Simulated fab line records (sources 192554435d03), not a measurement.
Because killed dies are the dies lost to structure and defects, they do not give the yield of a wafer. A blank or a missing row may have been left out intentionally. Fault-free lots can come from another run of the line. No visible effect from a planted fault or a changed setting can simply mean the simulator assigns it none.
fab line records + flow n5-finfet
[record]
- lots = 9
- wafers = 27
- last-day = 17
route steps=1938 shown BEOL_M0@723 BEOL_M4@1111 PASSIVATION@1936
lots with no fault: from the same line, run without faults
start-h: the number of hours between the record's first day and the start of the first shown wafer of the lot + wait-h: how many hours have passed since the lot's step before this one + " the same as in the row above + L1.1+2: several wafers, shown together as one row + - either no value or no given start + * or withheld: withheld + < > ~ a bound
route shown NAME@n: names a module that has steps shown in the file, with the first one's number in the route + usual: mean/standard deviation of fault-free wafers + same: alike in all rows + chamber/n: place in a boat + sites: per-site readings + _std_site: their standard deviation + _edge_site: inner sites' mean taken away from outer sites' mean + radius-mm: how far each site lies from the wafer's centre + mask NAME#n: copy n + behind: the tool/chamber that last shaped the wafer + hold: why the lot was held/for how many hours/how that ended + device: whichever transistor did not switch (one of n, p or np) + end of line: the same wafers' tests at the end of the route + a step given without rows: its recipe and nothing more + killed: dies that structure and defects cost at the first sort, which is not the same as the wafer's yield + map: shows each die of a wafer: x if killed, . if not, _ if none is there
set.NAME: the setting as run; set.NAME@STEP: as run at that earlier step + model.NAME: the simulator's own value behind a step, which no gauge read
route steps across a sampled set of lots; one table per step, one row per wafer
services: from which hour (start-h, from the record's first day; less than 0 if before it) a tool's chamber was out of use, for how many hours, and why
[[steps]]
[step N5_BEOL_M0_OCD_MEAS_108]
[usual]
- trench-depth-nm = 32.5/0.66
| lot.wafer | tool   | chamber | start-h | wait-h | trench-depth-nm |
|-----------|--------|---------|---------|--------|-----------------|
| L622.1    | ocd-01 | -       | 127.18  | 0.1    | 32.4            |
| L622.4    | "      | -       | "       | "      | 32.3            |
| L622.6    | "      | -       | "       | "      | 32.5            |
| L623.2    | ocd-01 | -       | 127.30  | 0.1    | 32.0            |
| L623.4    | "      | -       | "       | "      | 32.5            |
| L623.5    | "      | -       | "       | "      | 32.1            |
| L627.1    | ocd-01 | -       | 147.22  | 0.1    | 31.0            |
| L627.4    | "      | -       | "       | "      | 33.4            |
| L627.6    | "      | -       | "       | "      | 33.1            |
| L628.2    | ocd-02 | -       | 150.92  | 0.1    | 32.0            |
| L628.3    | "      | -       | "       | "      | 32.9            |
| L628.4    | "      | -       | "       | "      | 32.4            |
| L630.3    | ocd-02 | -       | 164.84  | 0.1    | 31.9            |
| L630.4    | "      | -       | "       | "      | 32.4            |
| L630.6    | "      | -       | "       | "      | 32.0            |
| L638.1    | ocd-01 | -       | 211.11  | 0.1    | 31.7            |
| L638.5    | "      | -       | "       | "      | 31.5            |
| L638.6    | "      | -       | "       | "      | 32.3            |
| L641.2    | ocd-01 | -       | 231.19  | 0.1    | 33.0            |
| L641.4    | "      | -       | "       | "      | 32.0            |
| L641.6    | "      | -       | "       | "      | 33.6            |
| L642.4    | ocd-02 | -       | 242.22  | 0.1    | 31.3            |
| L642.5    | "      | -       | "       | "      | 31.0            |
| L642.6    | "      | -       | "       | "      | 32.3            |
| L643.1    | ocd-01 | -       | 247.95  | 0.1    | 32.4            |
| L643.3    | "      | -       | "       | "      | 32.2            |
| L643.6    | "      | -       | "       | "      | 32.5            |
[step N5_BEOL_M0_PRE_CLEAN_113]
[recipe]
- gas = H2/He
- time-s = 30
- temp-c = 250
[usual]
- heater-power-w = 323/26
| lot.wafer | tool           | chamber | start-h | wait-h | heater-power-w |
|-----------|----------------|---------|---------|--------|----------------|
| L622.1    | pvd-sputter-01 | -       | 127.95  | 0.0    | 355            |
| L622.4    | "              | -       | "       | "      | 301            |
| L622.6    | "              | -       | "       | "      | 346            |
| L623.2    | pvd-sputter-02 | -       | 128.21  | 0.0    | 339            |
| L623.4    | "              | -       | "       | "      | 342            |
| L623.5    | "              | -       | "       | "      | 330            |
| L627.1    | pvd-sputter-01 | -       | 149.26  | 0.0    | 303            |
| L627.4    | "              | -       | "       | "      | 359            |
| L627.6    | "              | -       | "       | "      | 299            |
| L628.2    | pvd-sputter-02 | -       | 151.59  | 0.0    | 329            |
| L628.3    | "              | -       | "       | "      | 307            |
| L628.4    | "              | -       | "       | "      | 341            |
| L630.3    | pvd-sputter-02 | -       | 165.48  | 0.0    | 302            |
| L630.4    | "              | -       | "       | "      | 311            |
| L630.6    | "              | -       | "       | "      | 337            |
| L638.1    | pvd-sputter-03 | -       | 211.84  | 0.0    | 323            |
| L638.5    | "              | -       | "       | "      | 356            |
| L638.6    | "              | -       | "       | "      | 334            |
| L641.2    | pvd-sputter-03 | -       | 232.21  | 0.0    | 273            |
| L641.4    | "              | -       | "       | "      | 320            |
| L641.6    | "              | -       | "       | "      | 360            |
| L642.4    | pvd-sputter-01 | -       | 244.43  | 0.0    | 301            |
| L642.5    | "              | -       | "       | "      | 329            |
| L642.6    | "              | -       | "       | "      | 293            |
| L643.1    | pvd-sputter-03 | -       | 248.98  | 0.0    | 330            |
| L643.3    | "              | -       | "       | "      | 273            |
| L643.6    | "              | -       | "       | "      | 358            |
[step N5_BEOL_M0_SPUTTER_116]
[recipe]
- material = Cu
- target-thk-a = 40
- temp-c = -20
- chamber-pressure-pa = 0.07
- power-w = withheld
- time-s = 7.37
[usual]
- throttle-valve-pct = 29.5/1.2
| lot.wafer | tool           | chamber | start-h | wait-h | throttle-valve-pct |
|-----------|----------------|---------|---------|--------|--------------------|
| L622.1    | pvd-sputter-01 | -       | 128.67  | 0.1    | 31.4               |
| L622.4    | "              | -       | "       | "      | 29.2               |
| L622.6    | "              | -       | "       | "      | 29.4               |
| L623.2    | pvd-sputter-03 | -       | 130.19  | 1.2    | 29.0               |
| L623.4    | "              | -       | "       | "      | 27.3               |
| L623.5    | "              | -       | "       | "      | 30.9               |
| L627.1    | pvd-sputter-01 | -       | 149.96  | 0.1    | 31.5               |
| L627.4    | "              | -       | "       | "      | 29.3               |
| L627.6    | "              | -       | "       | "      | 29.5               |
| L628.2    | pvd-sputter-02 | -       | 152.69  | 0.1    | 31.5               |
| L628.3    | "              | -       | "       | "      | 29.2               |
| L628.4    | "              | -       | "       | "      | 29.9               |
| L630.3    | pvd-sputter-03 | -       | 168.09  | 1.7    | 28.1               |
| L630.4    | "              | -       | "       | "      | 28.7               |
| L630.6    | "              | -       | "       | "      | 27.6               |
| L638.1    | pvd-sputter-01 | -       | 213.72  | 1.3    | 31.3               |
| L638.5    | "              | -       | "       | "      | 29.7               |
| L638.6    | "              | -       | "       | "      | 29.0               |
| L641.2    | pvd-sputter-03 | -       | 232.84  | 0.1    | 30.7               |
| L641.4    | "              | -       | "       | "      | 28.2               |
| L641.6    | "              | -       | "       | "      | 29.1               |
| L642.4    | pvd-sputter-03 | -       | 244.96  | 0.0    | 29.0               |
| L642.5    | "              | -       | "       | "      | 28.1               |
| L642.6    | "              | -       | "       | "      | 28.8               |
| L643.1    | pvd-sputter-02 | -       | 251.23  | 1.8    | 29.9               |
| L643.3    | "              | -       | "       | "      | 31.5               |
| L643.6    | "              | -       | "       | "      | 29.8               |
[step N5_BEOL_M0_CMP_120]
[recipe]
- stop-on = SiOC
- t-overpolish-s = 6.9
- down-force-psi = 1
- platen-rpm = 50
- clearing-platen-down-force-psi = 1.5
- clearing-platen-rpm = 50
- post-cmp-clean = cu-alkaline
- clearing-platen-pad-velocity-m-s = 0.99484
- pad-velocity-m-s = 0.99484
[usual]
- barrier-field-endpoint-s = 3.64/0.13
- clearing-platen-rpm = 50.000/0.028
- head-pressure-psi = 0.9999/0.0023
- motor-current-A = 6.1/0.78
- overpolish-run-s = 6.900/0.0086
- slurry-flow-ml-min = 150.0/0.49
- time-to-endpoint-s = 63/3.5
[same]
- t-overpolish-s = 6.9
| lot.wafer | tool   | chamber | start-h | wait-h | barrier-field-endpoint-s | clearing-platen-rpm | head-pressure-psi | motor-current-A | overpolish-run-s | slurry-flow-ml-min | time-to-endpoint-s |
|-----------|--------|---------|---------|--------|--------------------------|---------------------|-------------------|-----------------|------------------|--------------------|--------------------|
| L622.1    | cmp-03 | 3       | 129.92  | 0.3    | 3.78                     | 50.010              | 1.0000            | 5.4             | 6.902            | 149.9              | 64                 |
| L622.4    | "      | 0       | "       | "      | 3.70                     | 49.962              | 0.9975            | 6.3             | 6.910            | 149.8              | 59                 |
| L622.6    | "      | 2       | "       | "      | 3.67                     | 49.961              | 1.0006            | 5.6             | 6.905            | 149.9              | 71                 |
| L623.2    | cmp-04 | 0       | 131.11  | 0.2    | 3.72                     | 49.968              | 0.9972            | 6.3             | 6.900            | 149.8              | 70                 |
| L623.4    | "      | 1       | "       | "      | 3.81                     | 49.989              | 1.0000            | 6.0             | 6.910            | 150.1              | 67                 |
| L623.5    | "      | 0       | "       | "      | 3.80                     | 49.948              | 0.9999            | 6.0             | 6.902            | 150.8              | 69                 |
| L627.4    | cmp-04 | 0       | 150.81  | 0.1    | 3.68                     | 49.989              | 1.0021            | 6.1             | 6.897            | 150.1              | 62                 |
| L627.1    | "      | 3       | "       | "      | 3.66                     | 49.979              | 0.9983            | 8.4             | 6.924            | 150.4              | 65                 |
| L627.6    | "      | 1       | "       | "      | 3.62                     | 49.978              | 0.9988            | 5.6             | 6.893            | 150.8              | 60                 |
| L628.4    | cmp-03 | 0       | 153.54  | 0.1    | 3.44                     | 50.015              | 0.9979            | 6.3             | 6.892            | 149.9              | 59                 |
| L628.3    | "      | 2       | "       | "      | 7.28                     | 49.969              | 0.9993            | 5.5             | 6.895            | 150.3              | 81                 |
| L628.2    | "      | 3       | "       | "      | 6.92                     | 50.022              | 0.9991            | 5.8             | 6.905            | 149.5              | 81                 |
| L630.4    | cmp-03 | 3       | 168.95  | 0.1    | 3.55                     | 50.069              | 0.9981            | 5.4             | 6.897            | 150.4              | 60                 |
| L630.3    | "      | 0       | "       | "      | 7.01                     | 50.035              | 1.0015            | 6.0             | 6.895            | 148.6              | 82                 |
| L630.6    | "      | 0       | "       | "      | 3.42                     | 50.021              | 1.0024            | 6.3             | 6.913            | 149.7              | 57                 |
| L638.1    | cmp-04 | 2       | 214.57  | 0.3    | 3.53                     | 50.013              | 0.9968            | 6.7             | 6.899            | 150.0              | 63                 |
| L638.6    | "      | 2       | "       | "      | 3.63                     | 50.023              | 1.0001            | 6.5             | 6.904            | 150.3              | 64                 |
| L638.5    | "      | 3       | "       | "      | 3.82                     | 49.982              | 0.9995            | 8.0             | 6.913            | 150.2              | 66                 |
| L641.4    | cmp-01 | 0       | 236.63  | 0.1    | 3.66                     | 50.024              | 0.9954            | 5.8             | 6.893            | 150.9              | 67                 |
| L641.2    | "      | 2       | "       | "      | 3.75                     | 49.972              | 1.0000            | 6.1             | 6.899            | 150.9              | 66                 |
| L641.6    | "      | 1       | "       | "      | 3.60                     | 49.974              | 1.0003            | 5.0             | 6.897            | 149.7              | 62                 |
| L642.4    | cmp-01 | 3       | 245.85  | 0.2    | 3.50                     | 49.992              | 1.0021            | 5.9             | 6.891            | 149.4              | 59                 |
| L642.6    | "      | 2       | "       | "      | 3.64                     | 50.015              | 1.0029            | 6.6             | 6.892            | 149.7              | 65                 |
| L642.5    | "      | 3       | "       | "      | 3.50                     | 50.069              | 0.9978            | 6.0             | 6.892            | 149.8              | 63                 |
| L643.3    | cmp-03 | 3       | 252.13  | 0.2    | 3.67                     | 49.981              | 1.0029            | 5.7             | 6.889            | 149.9              | 61                 |
| L643.1    | "      | 1       | "       | "      | 3.77                     | 49.980              | 1.0005            | 5.3             | 6.896            | 150.8              | 65                 |
| L643.6    | "      | 2       | "       | "      | 3.96                     | 49.939              | 0.9989            | 5.6             | 6.912            | 149.6              | 68                 |
[step N5_BEOL_M0_INSPECT_127]
[recipe]
- inspect-instrument = darkfield
- mode = post-dep
[usual]
- raw-defect-count = 72/27
| lot.wafer | tool              | chamber | start-h | wait-h | raw-defect-count |
|-----------|-------------------|---------|---------|--------|------------------|
| L622.1    | defect-inspect-02 | -       | 130.48  | 0.0    | 40               |
| L622.4    | "                 | -       | "       | "      | 44               |
| L622.6    | "                 | -       | "       | "      | 65               |
| L623.2    | defect-inspect-01 | -       | 131.75  | 0.0    | 114              |
| L623.4    | "                 | -       | "       | "      | 77               |
| L623.5    | "                 | -       | "       | "      | 109              |
| L627.1    | defect-inspect-02 | -       | 151.42  | 0.0    | 101              |
| L627.4    | "                 | -       | "       | "      | 77               |
| L627.6    | "                 | -       | "       | "      | 84               |
| L628.2    | defect-inspect-01 | -       | 154.13  | 0.0    | 3539             |
| L628.3    | "                 | -       | "       | "      | 3516             |
| L628.4    | "                 | -       | "       | "      | 62               |
| L630.3    | defect-inspect-02 | -       | 169.53  | 0.0    | 3554             |
| L630.4    | "                 | -       | "       | "      | 58               |
| L630.6    | "                 | -       | "       | "      | 44               |
| L638.1    | defect-inspect-01 | -       | 215.15  | 0.0    | 38               |
| L638.5    | "                 | -       | "       | "      | 94               |
| L638.6    | "                 | -       | "       | "      | 74               |
| L641.2    | defect-inspect-01 | -       | 237.21  | 0.0    | 72               |
| L641.4    | "                 | -       | "       | "      | 50               |
| L641.6    | "                 | -       | "       | "      | 62               |
| L642.4    | defect-inspect-02 | -       | 246.39  | 0.0    | 32               |
| L642.5    | "                 | -       | "       | "      | 120              |
| L642.6    | "                 | -       | "       | "      | 85               |
| L643.1    | defect-inspect-02 | -       | 252.67  | 0.0    | 43               |
| L643.3    | "                 | -       | "       | "      | 41               |
| L643.6    | "                 | -       | "       | "      | 74               |
[step N5_BEOL_M4_RC_MEAS_101]
[usual]
- DIBL_N = 36.1/1.6
- DIBL_P = 35.7/1.8
- IOFF_N = 0.159/0.027
- IOFF_P = 0.21/0.03
- ION_N = 673/10
- ION_P = 462/7.4
- SS_N = 71.4/0.56
- SS_P = 73.2/0.61
- VT_N = 249.7/3
- VT_P = -250/3.1
| lot.wafer | tool      | chamber | start-h | wait-h | DIBL_N[mV/V] | DIBL_P[mV/V] | IOFF_N[nA/um] | IOFF_P[nA/um] | ION_N[uA/um] | ION_P[uA/um] | SS_N[mV/dec] | SS_P[mV/dec] | VT_N[mV] | VT_P[mV] |
|-----------|-----------|---------|---------|--------|--------------|--------------|---------------|---------------|--------------|--------------|--------------|--------------|----------|----------|
| L622.1    | prober-01 | 0       | 166.24  | 0.0    | 33.2         | 33.2         | 0.118         | 0.19          | 664          | 460          | 70.7         | 72.6         | 253.6    | -248     |
| L622.4    | "         | 0       | "       | "      | 34.0         | 35.0         | 0.134         | 0.22          | 661          | 466          | 71.5         | 73.1         | 251.4    | -249     |
| L622.6    | "         | 0       | "       | "      | 32.9         | 32.9         | 0.122         | 0.19          | 661          | 459          | 71.3         | 72.2         | 250.9    | -250     |
| L623.2    | prober-01 | 0       | 171.56  | 0.2    | 37.4         | 38.9         | 0.206         | 0.25          | 692          | 463          | 72.8         | 74.3         | 244.1    | -251     |
| L623.4    | "         | 0       | "       | "      | 34.4         | 35.6         | 0.145         | 0.19          | 676          | 462          | 71.5         | 73.1         | 248.1    | -254     |
| L623.5    | "         | 0       | "       | "      | 35.2         | 35.5         | 0.154         | 0.19          | 664          | 451          | 71.9         | 72.6         | 248.0    | -255     |
| L627.1    | prober-02 | 0       | 191.87  | 0.0    | 36.4         | 34.9         | 0.162         | 0.20          | 671          | 463          | 71.4         | 72.7         | 250.1    | -250     |
| L627.4    | "         | 0       | "       | "      | 37.0         | 35.9         | 0.170         | 0.22          | 678          | 467          | 71.6         | 73.7         | 246.8    | -248     |
| L627.6    | "         | 0       | "       | "      | 36.4         | 35.9         | 0.167         | 0.23          | 676          | 469          | 71.2         | 73.8         | 247.0    | -247     |
| L628.4    | prober-02 | 0       | 199.24  | 0.5    | 36.9         | 38.2         | 0.171         | 0.22          | 683          | 455          | 72.6         | 73.5         | 250.2    | -252     |
| L630.4    | prober-01 | 0       | 210.29  | 0.5    | 36.1         | 36.6         | 0.155         | 0.22          | 670          | 462          | 70.7         | 72.8         | 249.0    | -249     |
| L630.6    | "         | 0       | "       | "      | 34.8         | 35.5         | 0.139         | 0.20          | 670          | 466          | 70.8         | 73.3         | 249.9    | -250     |
| L638.1    | prober-02 | 0       | 255.59  | 0.0    | 36.1         | 36.2         | 0.161         | 0.22          | 682          | 473          | 72.0         | 72.8         | 248.9    | -245     |
| L638.5    | "         | 0       | "       | "      | 35.4         | 35.9         | 0.151         | 0.22          | 681          | 466          | 71.7         | 73.7         | 250.4    | -246     |
| L638.6    | "         | 0       | "       | "      | 37.2         | 38.5         | 0.198         | 0.26          | 694          | 471          | 71.3         | 72.9         | 244.0    | -246     |
| L641.2    | prober-02 | 0       | 282.93  | 0.2    | 37.5         | 34.8         | 0.156         | 0.19          | 660          | 450          | 71.6         | 73.1         | 251.8    | -251     |
| L641.4    | "         | 0       | "       | "      | 34.7         | 31.6         | 0.118         | 0.15          | 643          | 447          | 71.4         | 72.4         | 254.1    | -255     |
| L641.6    | "         | 0       | "       | "      | 36.6         | 34.2         | 0.154         | 0.19          | 677          | 460          | 70.9         | 73.1         | 250.6    | -256     |
| L642.4    | prober-01 | 0       | 305.14  | 0.5    | 34.9         | 34.5         | 0.122         | 0.17          | 666          | 455          | 71.1         | 73.3         | 253.6    | -252     |
| L642.5    | "         | 0       | "       | "      | 35.7         | 36.9         | 0.148         | 0.21          | 683          | 467          | 70.8         | 73.6         | 250.6    | -250     |
| L642.6    | "         | 0       | "       | "      | 36.4         | 37.7         | 0.163         | 0.21          | 683          | 465          | 71.6         | 73.8         | 250.1    | -251     |
| L643.1    | prober-01 | 0       | 309.25  | 0.0    | 37.1         | 36.8         | 0.195         | 0.23          | 678          | 461          | 71.9         | 72.9         | 247.2    | -250     |
| L643.3    | "         | 0       | "       | "      | 35.3         | 34.9         | 0.147         | 0.19          | 672          | 457          | 71.5         | 72.3         | 251.9    | -253     |
| L643.6    | "         | 0       | "       | "      | 36.2         | 36.0         | 0.178         | 0.22          | 677          | 463          | 72.2         | 72.4         | 249.4    | -250     |
[step N5_PASSIVATION_PROBE_49]
[usual]
- defect-limited-yield = 91.0/1.3
- killed_at_M0_to_M3 = 33/10
- killed_at_M4_up = 14/5.6
- killed-at-contacts = 12/5.8
- killed-at-front-end = 43/11
- killed-at-other = 4.1/2.8
- killed-dies = 106/15
- killed-on-rim = 14/3.9
- killed-open = 70/12
- killed-short = 34/7.5
- sort_bin_5_function = 5.3/0.88
- sort_bin_6_memory = 3.3/0.64
- sort-n-pass = 1074/15
- sort-yield-pct = 91.0/1.3
[same]
- gross-dies = 1180
- killed-at-back-side = 0
- sort_bin_4_leakage[%] = 0
- sort_bin_8_speed[%] = 0
| lot.wafer | tool      | chamber | start-h | wait-h | defect-limited-yield[%] | killed_at_M0_to_M3 | killed_at_M4_up | killed-at-contacts | killed-at-front-end | killed-at-other | killed-dies | killed-on-rim | killed-open | killed-short | sort_bin_5_function[%] | sort_bin_6_memory[%] | sort-n-pass | sort-yield-pct[%] |
|-----------|-----------|---------|---------|--------|-------------------------|--------------------|-----------------|--------------------|---------------------|-----------------|-------------|---------------|-------------|--------------|------------------------|----------------------|-------------|-------------------|
| L622.1    | prober-01 | -       | 272.17  | 0.0    | 93.1                    | 15                 | 11              | 18                 | 30                  | 8               | 82          | 10            | 50          | 27           | 4.0                    | 2.6                  | 1098        | 93.1              |
| L622.4    | prober-01 | -       | 272.32  | 0.2    | 91.4                    | 30                 | 21              | 10                 | 34                  | 6               | 101         | 15            | 68          | 29           | 5.1                    | 3.4                  | 1079        | 91.4              |
| L622.6    | prober-01 | -       | 272.42  | 0.3    | 90.5                    | 31                 | 14              | 28                 | 32                  | 7               | 112         | 17            | 74          | 36           | 5.7                    | 3.2                  | 1068        | 90.5              |
| L628.2    | prober-02 | -       | 303.49  | 0.1    | 0                       | 1073               | 17              | 20                 | 63                  | 7               | 1180        | 152           | 79          | 50           | 6.4                    | 4.1                  | 0           | 0                 |
| L628.3    | prober-02 | -       | 303.54  | 0.1    | 0                       | 1086               | 11              | 17                 | 62                  | 4               | 1180        | 152           | 94          | 29           | 6.6                    | 3.6                  | 0           | 0                 |
| L628.4    | prober-02 | -       | 303.59  | 0.2    | 89.6                    | 33                 | 12              | 21                 | 49                  | 8               | 123         | 21            | 100         | 22           | 5.7                    | 4.6                  | 1057        | 89.6              |
| L630.3    | prober-02 | -       | 314.02  | 0.1    | 0                       | 1085               | 16              | 10                 | 67                  | 2               | 1180        | 152           | 94          | 26           | 7.4                    | 2.7                  | 0           | 0                 |
| L630.4    | prober-02 | -       | 314.07  | 0.2    | 91.9                    | 23                 | 12              | 15                 | 38                  | 8               | 96          | 14            | 62          | 33           | 4.9                    | 3.0                  | 1084        | 91.9              |
| L630.6    | prober-02 | -       | 314.17  | 0.3    | 92.6                    | 19                 | 15              | 10                 | 42                  | 1               | 87          | 10            | 62          | 24           | 4.6                    | 2.6                  | 1093        | 92.6              |
| L641.2    | prober-02 | -       | 380.21  | 0.1    | 91.9                    | 40                 | 6               | 13                 | 34                  | 2               | 95          | 10            | 61          | 30           | 4.9                    | 2.5                  | 1085        | 91.9              |
| L641.4    | prober-02 | -       | 380.31  | 0.2    | 93.3                    | 21                 | 8               | 19                 | 26                  | 5               | 79          | 6             | 60          | 19           | 3.2                    | 3.3                  | 1101        | 93.3              |
| L641.6    | prober-02 | -       | 380.41  | 0.3    | 92.2                    | 33                 | 6               | 22                 | 31                  | 0               | 92          | 12            | 59          | 30           | 4.7                    | 2.6                  | 1088        | 92.2              |
// killed by level:class
L622.1 MOL_CONTACT_COAG:geometric-particle:open=14 BEOL_M2:geometric-particle:open=7 STI_FIN_REVEAL:geometric-particle:open=6 MIM_TOP:geometric-particle:short=5 FIN_SAQP:geometric-particle:open=4 STARTING-WAFER:geometric-particle:short=4 FIN_SAQP:geometric-particle:short=3 GATE_CUT:geometric-particle:open=3
L622.4 BEOL_M4:geometric-particle:open=13 MOL_CONTACT_COAG:geometric-particle:open=9 FIN_SAQP:geometric-particle:open=7 BEOL_M1:geometric-particle:open=7 BEOL_M2:geometric-particle:open=6 BEOL_M0_SAQP:geometric-particle:short=5 FIN_SAQP:geometric-particle:short=4 GATE_CUT:geometric-particle:short=4
L622.6 MOL_CONTACT_COAG:geometric-particle:open=23 FIN_SAQP:geometric-particle:short=8 BEOL_M1:geometric-particle:open=8 BEOL_M3:geometric-particle:open=8 BEOL_M4:geometric-particle:open=7 BEOL_M0_SAQP:geometric-particle:short=6 BEOL_M0_SAQP:geometric-particle:open=5 FIN_SAQP:geometric-particle:open=4
L628.2 BEOL_M0:area-cmp=1051 STI_FIN_REVEAL:geometric-particle:open=17 MOL_CONTACT_COAG:geometric-particle:open=17 FIN_SAQP:geometric-particle:open=9 BEOL_M2:geometric-particle:open=8 FIN_SAQP:geometric-particle:short=7 BEOL_M0_SAQP:geometric-particle:short=7 BEOL_M4:geometric-particle:open=7
L628.3 BEOL_M0:area-cmp=1057 STI_FIN_REVEAL:geometric-particle:open=26 MOL_CONTACT_COAG:geometric-particle:open=13 BEOL_M2:geometric-particle:open=8 BEOL_M4:geometric-particle:open=8 BEOL_M1:geometric-particle:open=7 FIN_SAQP:geometric-particle:open=6 FIN_SAQP:geometric-particle:short=5
L628.4 STI_FIN_REVEAL:geometric-particle:open=21 MOL_CONTACT_COAG:geometric-particle:open=18 BEOL_M2:geometric-particle:open=14 BEOL_M4:geometric-particle:open=7 BEOL_M1:geometric-particle:open=6 DUMMY_GATE:geometric-particle:open=5 STI_FIN_REVEAL:geometric-particle:short=4 BEOL_M0_SAQP:geometric-particle:open=4
L630.3 BEOL_M0:area-cmp=1059 FIN_SAQP:geometric-particle:open=20 STI_FIN_REVEAL:geometric-particle:open=12 BEOL_M2:geometric-particle:open=10 FIN_SAQP:geometric-particle:short=7 MOL_CONTACT_COAG:geometric-particle:open=7 BEOL_M4:geometric-particle:open=7 BEOL_M1:geometric-particle:open=6
L630.4 MOL_CONTACT_COAG:geometric-particle:open=11 STI_FIN_REVEAL:geometric-particle:open=10 FIN_SAQP:geometric-particle:short=6 FIN_SAQP:geometric-particle:open=5 BEOL_M0_SAQP:geometric-particle:open=5 BEOL_M4:geometric-particle:open=5 ILD0:geometric-particle:open=4 ILD0:geometric-particle:short=4
L630.6 STI_FIN_REVEAL:geometric-particle:open=11 FIN_SAQP:geometric-particle:open=9 BEOL_M4:geometric-particle:open=9 MOL_CONTACT_COAG:geometric-particle:open=9 BEOL_M1:geometric-particle:open=7 FIN_SAQP:geometric-particle:short=4 STI_FIN_REVEAL:geometric-particle:short=4 DUMMY_GATE:geometric-particle:open=4
L641.2 MOL_CONTACT_COAG:geometric-particle:open=12 STI_FIN_REVEAL:geometric-particle:open=11 BEOL_M0_SAQP:geometric-particle:short=10 FIN_SAQP:geometric-particle:short=9 BEOL_M0_SAQP:geometric-particle:open=8 BEOL_M1:geometric-particle:open=8 BEOL_M3:geometric-particle:open=7 GATE_CUT:geometric-particle:short=3
L641.4 MOL_CONTACT_COAG:geometric-particle:open=16 BEOL_M3:geometric-particle:open=7 BEOL_M0_SAQP:geometric-particle:open=5 FIN_SAQP:geometric-particle:open=4 STI_FIN_REVEAL:geometric-particle:open=4 DUMMY_GATE:geometric-particle:open=4 BEOL_M1:geometric-particle:open=4 DUMMY_GATE:geometric-particle:short=3
L641.6 MOL_CONTACT_COAG:geometric-particle:open=18 BEOL_M0_SAQP:geometric-particle:open=10 BEOL_M0_SAQP:geometric-particle:short=6 STI_FIN_REVEAL:geometric-particle:open=5 MOL_CONTACT_COAG:geometric-particle:short=4 BEOL_M1:geometric-particle:open=4 BEOL_M3:geometric-particle:open=4 BEOL_M4:geometric-particle:open=4
[[services]]
| tool           | chamber | start-h | hours | kind                           |
|----------------|---------|---------|-------|--------------------------------|
| cmp-03         | -       | 108.70  | 7.0   | pm                             |
| pvd-sputter-01 | -       | 112.84  | 13.6  | repair                         |
| cmp-03         | -       | 121.70  | 1.0   | repair                         |
| cmp-04         | -       | 135.93  | 2.8   | repair                         |
| pvd-sputter-01 | -       | 136.42  | 1.1   | repair                         |
| pvd-sputter-03 | -       | 159.89  | 2.5   | repair                         |
| cmp-03         | -       | 171.85  | 0.3   | repair                         |
| cmp-04         | -       | 173.75  | 4.0   | pm                             |
| cmp-04         | -       | 177.75  | -     | consumable-replace:conditioner |
| cmp-04         | -       | 177.75  | -     | consumable-replace:pad         |
| cmp-01         | -       | 188.53  | 14.5  | pm                             |
| cmp-04         | -       | 194.82  | 0.4   | repair                         |
| cmp-03         | -       | 212.39  | 4.0   | pm                             |
| cmp-03         | -       | 216.39  | -     | consumable-replace:conditioner |
| cmp-03         | -       | 216.39  | -     | consumable-replace:pad         |
| cmp-03         | -       | 216.39  | 6.0   | pm                             |
| cmp-01         | -       | 229.65  | 3.2   | repair                         |
| cmp-03         | -       | 236.60  | 1.6   | repair                         |
| cmp-01         | -       | 238.96  | 0.3   | repair                         |
| cmp-04         | -       | 247.56  | 1.2   | repair                         |
[[key]]
[first-sign]
- step = N5_BEOL_M0_CMP_120
- reading = barrier-field-endpoint-s
- direction = up
- sigmas = 26
- usual = 3.64
- struck = 7.07
[effect]
- step = N5_BEOL_M0_CMP_120
- reading = time-to-endpoint-s
- direction = up
- sigmas = 5.2
- usual = *
- struck = *
[effect]
- step = N5_BEOL_M0_INSPECT_127
- reading = raw-defect-count
- direction = up
- sigmas = 99+
- usual = 72
- struck = 3536
[effect]
- step = N5_PASSIVATION_PROBE_49
- reading = killed_at_M0_to_M3
- direction = up
- sigmas = 99+
- usual = 33
- struck = 1081
[more-kills-born-at]
- N5_BEOL_M0_CMP_120@cmp-03 = 3167
met-at N5_BEOL_M0_CMP_120
struck-lots L628,L630
struck-wafers L628.2,L628.3,L630.3
later-rows-left-out L628.2,L628.3,L630.3
not-acting-at N5_BEOL_M0_OCD_MEAS_108,N5_BEOL_M0_PRE_CLEAN_113,N5_BEOL_M0_SPUTTER_116
onset-between 129.92 153.54
[fault]
- kind = process-parameter-drift
- tool = cmp-03
- chamber = -
- onset-h = 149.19
- steps = N5_BEOL_M0_CMP_120
- channel = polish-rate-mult
- offset = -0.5
- shape = step
- end-h = 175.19
- scope = struck-wafers-only
// later-rows-left-out: the simulator's readings of these wafers behind a module that went badly wrong aren't trusted and aren't shown, but for the sort
